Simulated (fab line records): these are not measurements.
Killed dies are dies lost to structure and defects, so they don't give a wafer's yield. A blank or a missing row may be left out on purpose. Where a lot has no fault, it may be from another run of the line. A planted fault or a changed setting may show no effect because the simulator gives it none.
fab line records	flow n5_finfet	part 1 of 2: steps 1 to 4 of 6
record: lots: 22	wafers: 66	last_day: 18
route steps=1938 shown SDB@364 DUMMY_REMOVAL@378 HKMG_FIN@399 GATE_CUT@470
lots untouched by any fault: they come from a run of this same line in which no faults occurred
start_h: hours from the record's first day to the start of the lot's first wafer shown	wait_h: hours since the lot's step before	" unchanged from the row above	L1.1+2: a row that stands for several wafers	- either no value or no given start	* or withheld: withheld	< > ~ a bound
route shown NAME@n: a module of which the file shows steps, and the number in the route of the first	usual: mean and standard deviation over wafers with no fault	same: alike in all rows	chamber/n: place in a boat	sites: readings site by site	_std_site: their standard deviation	_edge_site: inner sites' mean taken away from outer sites' mean	radius_mm: for every site, how far away it sits from the centre of the wafer	mask NAME#n: copy n	behind: the tool/chamber that last shaped the wafer	hold: cause of the lot's hold/its duration in hours/its outcome	device: the n, p or np transistor that did not switch	end of line: tests run on the same wafers once the route is complete	for a step that has no rows: nothing shown but its recipe	killed: the dies lost at the first sort to structure and to defects; this is not the yield of the wafer	map: a wafer's dies, marking killed ones x, the rest . and places with no die _
set.NAME: the setting that was run; set.NAME@STEP: the one run at that earlier step	model.NAME: the simulator's own value behind a step, which no gauge read
a sample of lots followed through the steps of the route, with each step as a table and each wafer as a row
services: when a tool's chamber went out of use (start_h, in hours from the record's first day, below 0 if earlier), for how many hours, and the reason
== steps ==
step: N5_SDB_HM_OPEN_20
recipe: chemistry: CH3F/O2	target: SiNx	mask_material: SOC	target_depth_a: 240	stop_on: poly-Si	over_etch_frac: 0.4	ion_energy_ev: 120	pressure_mtorr: 30	source_w: 395	bias_w: 73	Ar_flow_sccm: 150	CH3F_flow_sccm: 30	O2_flow_sccm: 20
usual: CH3F_flow_sccm: 30.01/0.089	bias_w: 73.00/0.23	chamber_pressure_mTorr: 30.006/0.026	drypump_motor_current_A: 5.6/0.36	oes_product_au: 0.66/0.077	rf_vpp_V: 297/5.1	showerhead_plenum_p_Torr: 2.04/0.067	throttle_valve_pct: 16.19/0.22
lot.wafer	tool	chamber	start_h	wait_h	CH3F_flow_sccm	bias_w	chamber_pressure_mTorr	drypump_motor_current_A	oes_product_au	rf_hours_counter_h	rf_vpp_V	showerhead_plenum_p_Torr	throttle_valve_pct
L074.2	rie_diel-05	3	67.06	0.0	30.12	72.90	30.016	5.7	0.62	162	306	2.00	16.17
L074.3	"	2	"	"	29.88	73.07	30.009	5.8	0.60	153	295	2.08	15.95
L074.4	"	0	"	"	29.99	73.05	29.996	5.6	0.79	6	298	2.11	15.99
L076.1	rie_diel-05	3	76.82	0.0	30.08	72.75	29.966	5.7	0.60	166	307	2.00	16.19
L076.2	"	0	"	"	30.06	72.77	30.047	5.6	0.76	10	299	2.11	16.00
L076.4	"	1	"	"	30.00	72.86	30.044	5.4	0.57	222	297	1.97	16.55
L075.3	rie_diel-04	2	77.00	0.0	30.16	73.09	30.049	5.7	0.63	140	289	2.10	16.47
L075.4	"	0	"	"	30.03	72.44	30.002	5.9	0.64	139	298	2.00	16.17
L075.5	"	2	"	"	30.00	73.26	29.965	5.7	0.63	-	288	2.10	16.48
L077.1	rie_diel-04	0	85.02	0.0	29.99	72.86	30.006	5.9	0.64	141	298	2.00	16.14
L077.4	"	1	"	"	30.18	72.92	29.992	5.4	0.58	230	292	1.96	16.19
L077.6	"	3	"	"	30.06	72.74	29.996	5.0	0.81	-	299	2.14	16.00
L078.3	rie_diel-04	2	89.65	0.0	30.06	73.08	29.949	5.7	0.61	145	290	2.10	16.47
L078.5	"	3	"	"	29.81	73.21	30.032	4.9	0.79	-	297	2.14	16.01
L078.6	"	0	"	"	30.04	73.10	30.033	5.9	0.64	-	298	2.00	16.16
L079.1	rie_diel-02	2	99.05	0.0	29.88	72.49	30.015	6.6	0.65	123	299	1.92	16.14
L079.2	"	0	"	"	30.00	73.19	29.986	5.4	0.67	81	298	2.03	16.06
L079.6	"	2	"	"	30.01	72.99	30.028	6.6	0.65	-	299	1.92	16.14
L081.2	rie_diel-04	3	111.42	0.0	30.09	73.00	30.006	5.0	0.78	12	298	2.14	16.03
L081.4	"	1	"	"	30.03	73.20	29.980	5.4	0.58	238	293	1.96	16.21
L081.5	"	3	"	"	30.12	72.95	29.990	5.0	0.80	-	299	2.14	16.03
L080.1	rie_diel-04	1	113.07	0.0	30.00	73.29	30.036	5.4	0.57	239	292	1.96	16.21
L080.2	"	0	"	"	30.14	72.89	29.979	5.9	0.62	150	296	2.00	16.18
L080.4	"	2	"	"	29.93	72.85	29.986	5.7	0.62	152	288	2.09	16.49
L083.1	rie_diel-05	2	121.86	0.0	29.95	73.03	30.038	5.8	0.58	172	293	2.07	15.98
L083.2	"	3	"	"	30.09	73.07	29.952	5.7	0.58	181	306	1.99	16.21
L083.6	"	2	"	"	30.02	72.77	30.006	5.8	0.58	-	292	2.07	15.99
L084.3	rie_diel-04	3	130.13	0.0	30.07	73.10	30.049	5.0	0.76	18	298	2.14	16.04
L084.5	"	0	"	"	30.06	72.69	30.043	5.9	0.64	-	299	1.99	16.17
L084.6	"	3	"	"	30.07	72.68	30.025	5.0	0.75	-	297	2.14	16.05
L085.1	rie_diel-02	2	137.33	0.0	29.88	73.06	29.981	6.6	0.62	136	299	1.92	16.17
L085.3	"	1	"	"	30.10	72.56	29.992	5.4	0.55	250	304	2.05	16.74
L085.5	"	0	"	"	30.05	73.16	29.964	5.4	0.67	-	298	2.02	16.11
L086.1	rie_diel-05	2	140.28	0.0	30.11	73.10	30.011	5.8	0.58	178	292	2.07	15.96
L086.2	"	1	"	"	29.96	72.84	30.003	5.4	0.55	246	298	1.96	16.61
L086.3	"	3	"	"	29.91	72.62	29.985	5.7	0.59	190	305	1.99	16.21
L088.1	rie_diel-04	0	148.47	0.0	30.12	72.66	30.000	5.9	0.63	160	299	1.99	16.18
L088.4	"	3	"	"	29.85	73.17	30.051	5.0	0.75	-	299	2.14	16.04
L088.5	"	0	"	"	30.14	72.46	30.018	5.9	0.63	-	296	1.99	16.20
L087.1	rie_diel-02	3	151.00	0.0	30.01	73.03	30.017	5.5	0.74	30	286	1.97	16.35
L087.3	"	0	"	"	29.93	72.69	30.009	5.4	0.65	103	296	2.02	16.11
L087.4	"	2	"	"	30.06	73.09	30.000	6.6	0.63	-	299	1.92	16.18
L089.3	rie_diel-05	2	156.83	0.0	30.07	73.07	29.990	5.8	0.57	185	294	2.07	16.00
L089.5	"	2	"	"	30.02	72.93	30.014	5.8	0.59	-	293	2.07	16.00
L089.6	"	3	"	"	30.12	72.88	29.985	5.7	0.59	-	306	1.99	16.24
L090.3	rie_diel-04	3	161.40	0.0	29.98	73.11	30.006	5.0	0.74	32	298	2.13	16.06
L090.4	"	2	"	"	29.94	72.85	30.011	5.7	0.61	-	291	2.09	16.53
L090.6	"	0	"	"	30.18	72.82	30.043	5.9	0.63	-	299	1.99	16.21
L091.2	rie_diel-04	2	168.93	0.0	29.98	73.19	30.033	5.7	0.61	175	289	2.09	16.54
L091.3	"	1	"	"	30.06	73.30	29.995	5.3	0.78	3	293	1.96	15.77
L091.6	"	1	"	"	29.98	73.03	30.008	5.4	0.79	-	293	1.96	15.78
L092.2	rie_diel-05	3	171.52	0.0	30.30	73.10	29.992	5.7	0.59	204	306	1.98	16.26
L092.3	"	2	"	"	29.87	72.97	30.031	5.8	0.57	192	292	2.07	16.00
L092.4	"	2	"	"	29.96	72.74	29.973	5.8	0.58	-	293	2.07	16.01
L093.1	rie_diel-04	0	180.45	0.0	30.09	73.17	30.005	5.9	0.60	174	298	1.99	16.24
L093.2	"	2	"	"	30.02	72.94	29.976	5.7	0.59	178	290	2.08	16.53
L093.4	"	3	"	"	30.03	73.18	29.987	5.0	0.72	38	299	2.13	16.07
L094.1	rie_diel-04	1	187.59	0.0	29.82	73.18	30.014	5.4	0.76	9	295	1.95	15.79
L094.2	"	0	"	"	30.00	72.67	29.994	5.9	0.62	176	298	1.99	16.23
L094.4	"	3	"	"	30.04	73.19	30.022	5.0	0.75	40	298	2.13	16.07
L095.2	rie_diel-04	0	193.65	0.0	30.01	72.92	29.982	5.9	0.60	178	296	1.99	16.21
L095.3	"	2	"	"	29.87	73.41	30.028	5.7	0.60	182	289	2.08	16.53
L095.4	"	1	"	"	29.98	73.18	29.986	5.4	0.76	10	293	1.95	15.80
L097.1	rie_diel-05	1	205.86	0.0	29.98	73.11	30.027	5.4	0.78	7	299	1.96	16.12
L097.4	"	0	"	"	29.90	72.87	30.009	5.6	0.71	60	298	2.09	16.09
L097.5	"	3	"	"	29.96	73.30	30.026	5.7	0.59	-	306	1.98	16.28
step: N5_DUMMY_REMOVAL_STRIP_10
recipe: chemistry: N2/H2	time_s: 40	power_w: 100	temp_c: 40	pressure_mtorr: 100	rf_frequency_hz: 6e+07	bias_power_w: 3	n2_flow_sccm: 300	h2_flow_sccm: 300
usual: chamber_pressure_mTorr: 100.01/0.082	drypump_motor_current_A: 5.8/0.46	oes_product_au: 0.79/0.093	rf_vpp_V: 45.2/0.81	showerhead_plenum_p_Torr: 3.32/0.063	throttle_valve_pct: 12.3/0.3
same: time_s: 40
lot.wafer	tool	chamber	start_h	wait_h	chamber_pressure_mTorr	drypump_motor_current_A	oes_product_au	rf_hours_counter_h	rf_vpp_V	showerhead_plenum_p_Torr	throttle_valve_pct
L074.2	rie_diel-01	0	70.94	0.0	100.04	6.1	0.69	239	45.2	3.32	12.5
L074.3	"	3	"	"	100.08	6.7	0.78	120	45.6	3.40	12.2
L074.4	"	3	"	"	100.02	6.7	0.78	-	44.9	3.40	12.1
L076.1	rie_diel-03	3	81.38	0.0	100.11	5.0	0.74	179	43.8	3.23	12.3
L076.2	"	1	"	"	100.05	5.6	0.71	204	46.2	3.35	12.7
L076.4	"	3	"	"	99.96	5.0	0.74	-	45.9	3.23	12.4
L075.3	rie_diel-03	1	81.48	0.0	100.04	5.7	0.71	204	46.2	3.35	12.7
L075.4	"	1	"	"	99.98	5.7	0.70	-	45.1	3.35	12.7
L075.5	"	3	"	"	99.91	5.0	0.74	-	45.2	3.23	12.4
L077.1	rie_diel-06	3	88.78	0.0	100.06	5.0	0.78	142	45.5	3.24	12.3
L077.4	"	0	"	"	99.98	6.2	0.93	-	45.3	3.31	11.9
L077.6	"	3	"	"	100.00	5.0	0.78	-	44.7	3.24	12.3
L078.3	rie_diel-01	1	93.35	0.0	99.97	5.9	0.90	34	45.4	3.28	11.8
L078.5	"	0	"	"	99.96	6.1	0.70	-	46.0	3.32	12.5
L078.6	"	1	"	"	100.03	5.9	0.92	-	43.1	3.28	11.8
L079.1	rie_diel-03	1	103.14	0.0	100.14	5.7	0.70	211	45.4	3.35	12.8
L079.2	"	2	"	"	100.06	5.6	0.74	166	46.7	3.37	12.6
L079.6	"	1	"	"	100.17	5.6	0.70	-	44.2	3.35	12.7
L081.2	rie_diel-01	1	115.23	0.0	100.07	5.9	0.90	41	44.7	3.28	11.8
L081.4	"	2	"	"	99.97	6.0	0.66	-	45.0	3.34	12.7
L081.5	"	1	"	"	100.08	5.9	0.90	-	46.1	3.28	11.8
L080.1	rie_diel-03	3	116.98	0.0	99.92	5.0	0.73	191	45.0	3.22	12.4
L080.2	"	0	"	"	100.01	6.0	0.97	8	45.0	3.46	12.1
L080.4	"	2	"	"	100.06	5.6	0.73	170	43.8	3.37	12.6
L083.1	rie_diel-06	1	125.56	0.0	99.81	5.3	0.73	192	44.7	3.23	12.3
L083.2	"	0	"	"	100.02	6.2	0.89	32	44.6	3.30	11.9
L083.6	"	3	"	"	100.00	5.0	0.77	-	47.0	3.24	12.3
L084.3	rie_diel-06	0	134.86	0.0	100.06	6.2	0.89	34	45.0	3.30	11.9
L084.5	"	0	"	"	99.92	6.2	0.89	-	45.9	3.30	11.9
L084.6	"	1	"	"	100.00	5.3	0.73	-	45.1	3.23	12.3
L085.1	rie_diel-03	3	141.05	0.0	99.95	5.0	0.72	200	45.4	3.22	12.4
L085.3	"	0	"	"	100.10	6.0	0.94	17	46.0	3.45	12.1
L085.5	"	1	"	"	99.90	5.6	0.69	-	44.9	3.34	12.8
L086.1	rie_diel-01	3	143.96	0.0	100.02	6.7	0.75	146	44.7	3.39	12.2
L086.2	"	0	"	"	100.06	6.1	0.98	4	45.2	3.31	11.9
L086.3	"	1	"	"	100.06	5.9	0.89	52	44.8	3.28	11.8
L088.1	rie_diel-06	3	152.16	0.0	100.10	5.0	0.76	163	44.9	3.23	12.3
L088.4	"	0	"	"	100.08	6.2	0.89	40	45.1	3.30	11.9
L088.5	"	2	"	"	100.00	5.8	0.75	-	44.5	3.35	12.3
L087.1	rie_diel-06	0	154.95	0.0	99.92	6.3	0.88	41	45.8	3.30	11.9
L087.3	"	1	"	"	99.96	5.3	0.73	200	44.9	3.23	12.3
L087.4	"	3	"	"	100.02	5.0	0.76	164	44.8	3.23	12.3
L089.3	rie_diel-03	1	160.61	0.0	99.95	5.7	0.69	226	45.5	3.34	12.8
L089.5	"	0	"	"	99.97	6.0	0.94	-	45.3	3.45	12.2
L089.6	"	1	"	"	100.16	5.7	0.69	-	44.7	3.34	12.8
L090.3	rie_diel-06	2	165.50	0.0	99.97	5.8	0.74	176	45.2	3.35	12.4
L090.4	"	1	"	"	100.09	5.3	0.72	204	46.8	3.23	12.3
L090.6	"	0	"	"	99.86	6.2	0.88	-	44.9	3.30	11.9
L091.2	rie_diel-01	3	173.47	0.0	99.91	6.7	0.75	153	44.4	3.38	12.2
L091.3	"	0	"	"	100.07	6.1	0.92	16	44.6	3.31	11.9
L091.6	"	2	"	"	99.97	6.1	0.94	-	44.8	3.33	12.2
L092.2	rie_diel-01	1	175.39	0.0	99.96	5.9	0.86	64	44.4	3.27	11.9
L092.3	"	0	"	"	100.07	6.1	0.92	17	47.1	3.31	11.9
L092.4	"	2	"	"	100.05	6.1	0.93	8	45.2	3.33	12.2
L093.1	rie_diel-03	3	184.20	0.0	100.00	5.0	0.72	210	46.2	3.21	12.4
L093.2	"	1	"	"	100.03	5.7	0.68	232	46.2	3.34	12.8
L093.4	"	2	"	"	99.98	5.6	0.71	190	46.0	3.35	12.6
L094.1	rie_diel-03	3	192.70	0.0	99.80	5.0	0.71	212	46.0	3.21	12.4
L094.2	"	1	"	"	100.01	5.7	0.67	235	45.2	3.33	12.8
L094.4	"	0	"	"	100.10	6.0	0.91	31	44.9	3.44	12.2
L095.2	rie_diel-06	2	197.33	0.0	100.12	5.8	0.74	184	45.5	3.35	12.4
L095.3	"	3	"	"	100.13	5.0	0.75	176	46.0	3.23	12.4
L095.4	"	0	"	"	100.09	6.2	0.86	53	44.0	3.29	11.9
L097.1	rie_diel-03	2	210.14	0.0	100.17	5.6	0.71	198	44.7	3.35	12.6
L097.4	"	0	"	"	100.03	6.0	0.90	36	45.8	3.44	12.2
L097.5	"	1	"	"	100.00	5.7	0.67	-	45.1	3.33	12.8
step: N5_HKMG_FIN_OVL_MEAS_50
recipe: points_per_wafer: 44
usual: NDIPOLE_OVL: 0.2/0.69
lot.wafer	tool	chamber	start_h	wait_h	NDIPOLE_OVL[nm]
L074.2	overlay-02	0	72.48	0.0	-0.5
L074.3	"	0	"	"	0.6
L074.4	"	0	"	"	0.3
L076.1	overlay-02	0	82.75	0.0	-0.6
L076.2	"	0	"	"	-0.2
L076.4	"	0	"	"	0.2
L075.3	overlay-02	0	82.98	0.0	0.4
L075.4	"	0	"	"	-1.0
L075.5	"	0	"	"	0.0
L077.1	overlay-01	0	90.46	0.0	-0.2
L077.4	"	0	"	"	0.6
L077.6	"	0	"	"	-0.2
L078.3	overlay-01	0	94.72	0.0	0.1
L078.5	"	0	"	"	0.0
L078.6	"	0	"	"	0.7
L079.1	overlay-01	0	104.91	0.0	0.6
L079.2	"	0	"	"	0.0
L079.6	"	0	"	"	0.2
L081.2	overlay-01	0	116.60	0.0	-0.4
L081.4	"	0	"	"	-0.2
L081.5	"	0	"	"	0.5
L080.1	overlay-01	0	118.53	0.0	1.2
L080.2	"	0	"	"	1.1
L080.4	"	0	"	"	0.4
L083.1	overlay-02	0	127.06	0.0	-0.6
L083.2	"	0	"	"	0.3
L083.6	"	0	"	"	-0.5
L084.3	overlay-02	0	136.39	0.0	-0.3
L084.5	"	0	"	"	-0.8
L084.6	"	0	"	"	-0.2
L085.1	overlay-02	0	142.55	0.0	0.8
L085.3	"	0	"	"	0.1
L085.5	"	0	"	"	0.4
L086.1	overlay-02	0	145.57	0.0	0.0
L086.2	"	0	"	"	0.8
L086.3	"	0	"	"	0.3
L088.1	overlay-02	0	153.67	0.0	0.6
L088.4	"	0	"	"	0.8
L088.5	"	0	"	"	1.1
L087.1	overlay-01	0	156.49	0.0	-0.5
L087.3	"	0	"	"	-1.2
L087.4	"	0	"	"	0.3
L089.3	overlay-02	0	162.17	0.0	0.7
L089.5	"	0	"	"	0.8
L089.6	"	0	"	"	-0.7
L090.3	overlay-01	0	167.27	0.0	0.4
L090.4	"	0	"	"	0.6
L090.6	"	0	"	"	0.0
L091.2	overlay-02	0	175.32	0.0	1.3
L091.3	"	0	"	"	0.4
L091.6	"	0	"	"	0.9
L092.2	overlay-01	0	177.48	0.0	0.0
L092.3	"	0	"	"	0.1
L092.4	"	0	"	"	0.9
L093.1	overlay-01	0	186.15	0.0	0.7
L093.2	"	0	"	"	-0.5
L093.4	"	0	"	"	-0.1
L094.1	overlay-02	0	194.28	0.0	-0.1
L094.2	"	0	"	"	-0.5
L094.4	"	0	"	"	0.1
L095.2	overlay-02	0	199.05	0.0	-1.3
L095.3	"	0	"	"	-0.9
L095.4	"	0	"	"	0.0
L097.1	overlay-02	0	211.82	0.0	1.6
L097.4	"	0	"	"	0.8
L097.5	"	0	"	"	1.5
step: N5_HKMG_FIN_ALD_79
recipe: material: TiN	target_thk_a: 15	temp_c: 400	ald_precursor_family: TiCl4	ald_co_reactant: NH3	pulse_time_s: 1	purge_time_s: 3	co_reactant_purge_time_s: 2	co_reactant_pulse_time_s: 2	ald_cycles: 68	pressure_torr: 3
usual: heater_power_w: 860/63	precursor_pulse_height_rel: 1.001/0.017
lot.wafer	tool	chamber	start_h	wait_h	heater_power_w	precursor_pulse_height_rel
L074.2	ald_metal-02	3	73.96	0.0	860	1.022
L074.3	"	0	"	"	779	0.999
L074.4	"	1	"	"	882	1.007
L076.1	ald_metal-04	0	84.17	0.0	860	1.022
L076.2	"	2	"	"	1015	1.008
L076.4	"	3	"	"	879	0.968
L075.3	ald_metal-02	3	84.40	0.0	870	0.983
L075.4	"	0	"	"	747	0.991
L075.5	"	2	"	"	817	1.001
L077.1	ald_metal-04	1	91.88	0.0	854	0.959
L077.4	"	2	"	"	1004	0.994
L077.6	"	3	"	"	864	0.980
L078.3	ald_metal-04	3	96.45	0.0	863	0.984
L078.5	"	0	"	"	870	0.988
L078.6	"	1	"	"	832	0.985
L079.1	ald_metal-04	1	106.38	0.0	806	0.984
L079.2	"	0	"	"	817	1.008
L079.6	"	3	"	"	859	1.006
L081.2	ald_metal-01	1	118.31	0.0	929	0.988
L081.4	"	3	"	"	842	0.958
L081.5	"	2	"	"	962	1.001
L080.1	ald_metal-01	3	119.96	0.0	823	0.993
L080.2	"	1	"	"	913	0.988
L080.4	"	0	"	"	958	0.969
L083.1	ald_metal-02	1	128.56	0.0	894	1.029
L083.2	"	3	"	"	861	0.993
L083.6	"	1	"	"	897	0.992
L084.3	ald_metal-02	3	137.85	0.0	885	1.022
L084.5	"	3	"	"	868	0.996
L084.6	"	0	"	"	801	1.003
L085.1	ald_metal-02	2	143.99	0.0	818	0.973
L085.3	"	3	"	"	857	0.986
L085.5	"	3	"	"	872	1.008
L086.1	ald_metal-04	2	146.99	0.0	1003	0.987
L086.2	"	3	"	"	857	1.016
L086.3	"	0	"	"	854	0.987
L088.1	ald_metal-02	0	155.21	0.0	766	0.995
L088.4	"	1	"	"	887	0.998
L088.5	"	3	"	"	865	1.023
L087.1	ald_metal-02	2	157.91	0.0	811	1.025
L087.3	"	0	"	"	785	1.034
L087.4	"	3	"	"	874	0.986
L089.3	ald_metal-02	0	163.76	0.0	776	1.024
L089.5	"	0	"	"	765	0.988
L089.6	"	1	"	"	898	1.002
L090.3	ald_metal-02	1	168.70	0.0	884	0.976
L090.4	"	0	"	"	790	0.959
L090.6	"	1	"	"	883	1.023
L091.2	ald_metal-02	3	176.77	0.0	875	0.995
L091.3	"	1	"	"	904	1.011
L091.6	"	3	"	"	874	1.019
L092.2	ald_metal-02	0	178.91	0.0	781	1.028
L092.3	"	1	"	"	893	1.037
L092.4	"	3	"	"	862	1.008
L093.1	ald_metal-02	0	187.58	0.0	775	0.980
L093.2	"	1	"	"	876	0.995
L093.4	"	2	"	"	800	1.015
L094.1	ald_metal-02	1	195.71	0.0	915	1.016
L094.2	"	2	"	"	828	0.996
L094.4	"	0	"	"	761	0.982
L095.2	ald_metal-01	2	200.60	0.0	927	1.004
L095.3	"	0	"	"	988	0.992
L095.4	"	3	"	"	825	1.000
L097.1	ald_metal-02	3	213.26	0.0	858	0.989
L097.4	"	0	"	"	771	1.003
L097.5	"	1	"	"	898	0.993
